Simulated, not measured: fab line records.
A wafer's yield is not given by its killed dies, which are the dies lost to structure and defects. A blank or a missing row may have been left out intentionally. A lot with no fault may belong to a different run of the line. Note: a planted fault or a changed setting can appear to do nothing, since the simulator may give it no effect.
Tool commonality check || flow nand-harc || 12 lots and 36 wafers in the sample

== WHY IT WAS OPENED ==
Flagged at NHARC_A_SLIT_OVL_MEAS_10: reading overlay-x-nm, on 2 of 12 lots. No-fault wafers: 0.1 nm, standard deviation 0.83.
Rule: a lot gets a flag if all its wafers with a number sit over 4 standard deviations from that mean, or if no wafer of it has a number. As for the other lots, they are considered sound.

{"lot": "L147", "measured": "day 20 06:01", "on": "overlay-02", "overlay-x-nm (nm), wafer by wafer": "0.0 0.1 0.9", "flag": ""}
{"lot": "L151", "measured": "day 21 01:53", "on": "overlay-02", "overlay-x-nm (nm), wafer by wafer": "1.1 1.2 1.0", "flag": ""}
{"lot": "L150", "measured": "day 21 02:41", "on": "overlay-01", "overlay-x-nm (nm), wafer by wafer": "1.0 0.7 1.2", "flag": ""}
{"lot": "L154", "measured": "day 22 12:34", "on": "overlay-02", "overlay-x-nm (nm), wafer by wafer": "0.9 0.8 1.2", "flag": ""}
{"lot": "L158", "measured": "day 24 09:41", "on": "overlay-01", "overlay-x-nm (nm), wafer by wafer": "11.5 11.4 11.7", "flag": "FLAGGED"}
{"lot": "L159", "measured": "day 24 18:21", "on": "overlay-02", "overlay-x-nm (nm), wafer by wafer": "12.8 12.4 12.0", "flag": "FLAGGED"}
{"lot": "L163", "measured": "day 26 22:11", "on": "overlay-02", "overlay-x-nm (nm), wafer by wafer": "1.4 1.4 1.4", "flag": ""}
{"lot": "L164", "measured": "day 27 06:15", "on": "overlay-02", "overlay-x-nm (nm), wafer by wafer": "-0.2 -0.6 -0.7", "flag": ""}
{"lot": "L166", "measured": "day 27 15:34", "on": "overlay-02", "overlay-x-nm (nm), wafer by wafer": "0.5 1.5 0.5", "flag": ""}
{"lot": "L165", "measured": "day 27 18:08", "on": "overlay-01", "overlay-x-nm (nm), wafer by wafer": "0.0 -0.2 -0.8", "flag": ""}
{"lot": "L168", "measured": "day 28 12:26", "on": "overlay-01", "overlay-x-nm (nm), wafer by wafer": "-0.8 -0.6 -0.7", "flag": ""}
{"lot": "L169", "measured": "day 28 18:28", "on": "overlay-02", "overlay-x-nm (nm), wafer by wafer": "0.7 0.3 -0.1", "flag": ""}
On average the flagged lots' numbers are 12.0 nm, which is +11.9 nm against the usual, or +14 standard deviations.

== TOOL THAT RAN EACH LOT ==
The record holds 3 process steps before the reading, out of a route of 1302 steps. Cell contents, in order: the tool; ch with the chambers the sampled wafers went through; the start.
{"lot": "L147", "flag": "", "NHARC_A_SGD_CUT_ETCH_58": "rie-diel-03 ch 0,2,3, day 19 14:08", "NHARC_A_SLIT_DEP_00": "acl-dep-03 ch 0, day 20 01:32", "NHARC_A_SLIT_EXPOSE_06": "arfi-scanner-02 ch 0, day 20 05:47"}
{"lot": "L151", "flag": "", "NHARC_A_SGD_CUT_ETCH_58": "rie-diel-06 ch 0,2, day 20 10:56", "NHARC_A_SLIT_DEP_00": "acl-dep-03 ch 0, day 20 22:37", "NHARC_A_SLIT_EXPOSE_06": "arfi-scanner-03 ch 0, day 21 01:40"}
{"lot": "L150", "flag": "", "NHARC_A_SGD_CUT_ETCH_58": "rie-diel-12 ch 0,1,2, day 20 10:45", "NHARC_A_SLIT_DEP_00": "acl-dep-01 ch 0, day 21 00:07", "NHARC_A_SLIT_EXPOSE_06": "arfi-scanner-03 ch 0, day 21 02:28"}
{"lot": "L154", "flag": "", "NHARC_A_SGD_CUT_ETCH_58": "rie-diel-03 ch 1,2,3, day 21 22:07", "NHARC_A_SLIT_DEP_00": "acl-dep-02 ch 0, day 22 08:47", "NHARC_A_SLIT_EXPOSE_06": "arfi-scanner-02 ch 0, day 22 12:20"}
{"lot": "L158", "flag": "FLAGGED", "NHARC_A_SGD_CUT_ETCH_58": "rie-diel-12 ch 1,2, day 23 20:40", "NHARC_A_SLIT_DEP_00": "acl-dep-03 ch 0, day 24 06:22", "NHARC_A_SLIT_EXPOSE_06": "arfi-scanner-03 ch 0, day 24 09:28"}
{"lot": "L159", "flag": "FLAGGED", "NHARC_A_SGD_CUT_ETCH_58": "rie-diel-03 ch 0,1,3, day 24 04:25", "NHARC_A_SLIT_DEP_00": "acl-dep-02 ch 0, day 24 15:47", "NHARC_A_SLIT_EXPOSE_06": "arfi-scanner-03 ch 0, day 24 18:08"}
{"lot": "L163", "flag": "", "NHARC_A_SGD_CUT_ETCH_58": "rie-diel-12 ch 0,1,2, day 26 09:21", "NHARC_A_SLIT_DEP_00": "acl-dep-03 ch 0, day 26 17:40", "NHARC_A_SLIT_EXPOSE_06": "arfi-scanner-01 ch 0, day 26 21:58"}
{"lot": "L164", "flag": "", "NHARC_A_SGD_CUT_ETCH_58": "rie-diel-06 ch 1,2,3, day 26 17:14", "NHARC_A_SLIT_DEP_00": "acl-dep-02 ch 0, day 27 02:23", "NHARC_A_SLIT_EXPOSE_06": "arfi-scanner-01 ch 0, day 27 06:02"}
{"lot": "L166", "flag": "", "NHARC_A_SGD_CUT_ETCH_58": "rie-diel-06 ch 0,1, day 27 04:30", "NHARC_A_SLIT_DEP_00": "acl-dep-02 ch 0, day 27 11:07", "NHARC_A_SLIT_EXPOSE_06": "arfi-scanner-01 ch 0, day 27 15:20"}
{"lot": "L165", "flag": "", "NHARC_A_SGD_CUT_ETCH_58": "rie-diel-06 ch 1,2,3, day 27 05:10", "NHARC_A_SLIT_DEP_00": "acl-dep-01 ch 0, day 27 13:41", "NHARC_A_SLIT_EXPOSE_06": "arfi-scanner-02 ch 0, day 27 17:55"}
{"lot": "L168", "flag": "", "NHARC_A_SGD_CUT_ETCH_58": "rie-diel-06 ch 1,2,3, day 28 00:23", "NHARC_A_SLIT_DEP_00": "acl-dep-03 ch 0, day 28 08:41", "NHARC_A_SLIT_EXPOSE_06": "arfi-scanner-02 ch 0, day 28 12:12"}
{"lot": "L169", "flag": "", "NHARC_A_SGD_CUT_ETCH_58": "rie-diel-12 ch 2,3, day 28 05:39", "NHARC_A_SLIT_DEP_00": "acl-dep-02 ch 0, day 28 15:48", "NHARC_A_SLIT_EXPOSE_06": "arfi-scanner-02 ch 0, day 28 18:15"}
What these steps do:
- NHARC_A_SGD_CUT_ETCH_58: etches the open film in CF4, target depth 39 nm, time 65 s.
- NHARC_A_SLIT_DEP_00: deposits aC, target thk 6200 nm.
- NHARC_A_SLIT_EXPOSE_06: exposes mask SLIT.
- NHARC_A_SLIT_OVL_MEAS_10

== FLAGGED OVER TOTAL, TOOL BY TOOL (the gauges that took the reading come last) ==
{"step": "NHARC_A_SGD_CUT_ETCH_58", "tool": "rie-diel-03", "lots run": 3, "flagged": 1, "share of the flagged lots": "some", "sound lots run after its first flagged lot": 0}
{"step": "NHARC_A_SGD_CUT_ETCH_58", "tool": "rie-diel-06", "lots run": 5, "flagged": 0, "share of the flagged lots": "none", "sound lots run after its first flagged lot": "-"}
{"step": "NHARC_A_SGD_CUT_ETCH_58", "tool": "rie-diel-12", "lots run": 4, "flagged": 1, "share of the flagged lots": "some", "sound lots run after its first flagged lot": "2 (L163,L169)"}
{"step": "NHARC_A_SLIT_DEP_00", "tool": "acl-dep-01", "lots run": 2, "flagged": 0, "share of the flagged lots": "none", "sound lots run after its first flagged lot": "-"}
{"step": "NHARC_A_SLIT_DEP_00", "tool": "acl-dep-02", "lots run": 5, "flagged": 1, "share of the flagged lots": "some", "sound lots run after its first flagged lot": "3 (L164,L166,L169)"}
{"step": "NHARC_A_SLIT_DEP_00", "tool": "acl-dep-03", "lots run": 5, "flagged": 1, "share of the flagged lots": "some", "sound lots run after its first flagged lot": "2 (L163,L168)"}
{"step": "NHARC_A_SLIT_EXPOSE_06", "tool": "arfi-scanner-01", "lots run": 3, "flagged": 0, "share of the flagged lots": "none", "sound lots run after its first flagged lot": "-"}
{"step": "NHARC_A_SLIT_EXPOSE_06", "tool": "arfi-scanner-02", "lots run": 5, "flagged": 0, "share of the flagged lots": "none", "sound lots run after its first flagged lot": "-"}
{"step": "NHARC_A_SLIT_EXPOSE_06", "tool": "arfi-scanner-03", "lots run": 4, "flagged": 2, "share of the flagged lots": "all", "sound lots run after its first flagged lot": 0}
{"step": "NHARC_A_SLIT_OVL_MEAS_10", "tool": "overlay-01", "lots run": 4, "flagged": 1, "share of the flagged lots": "some", "sound lots run after its first flagged lot": "2 (L165,L168)"}
{"step": "NHARC_A_SLIT_OVL_MEAS_10", "tool": "overlay-02", "lots run": 8, "flagged": 1, "share of the flagged lots": "some", "sound lots run after its first flagged lot": "4 (L163,L164,L166,L169)"}

== WHAT IS ALLOWED BY THE TABLE ==
Rows of the table that ran each flagged lot: 1, that is arfi-scanner-03 at NHARC_A_SLIT_EXPOSE_06.
- arfi-scanner-03 at NHARC_A_SLIT_EXPOSE_06: 2 of its 4 lots flagged. A fault beginning between L150 (day 21 02:28), its last sound lot, and L158 (day 24 09:28), its first flagged one, fits the data.
Just one tool remains: arfi-scanner-03 at NHARC_A_SLIT_EXPOSE_06.

== WHAT WAS PUT IN BY THE SIMULATOR ==
Scanner matching overlay: arfi-scanner-03, from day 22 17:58 on, at NHARC_A_SLIT_EXPOSE_06. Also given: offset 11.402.
Lots struck among those shown: L158, L159. The rule given above showed the same thing.
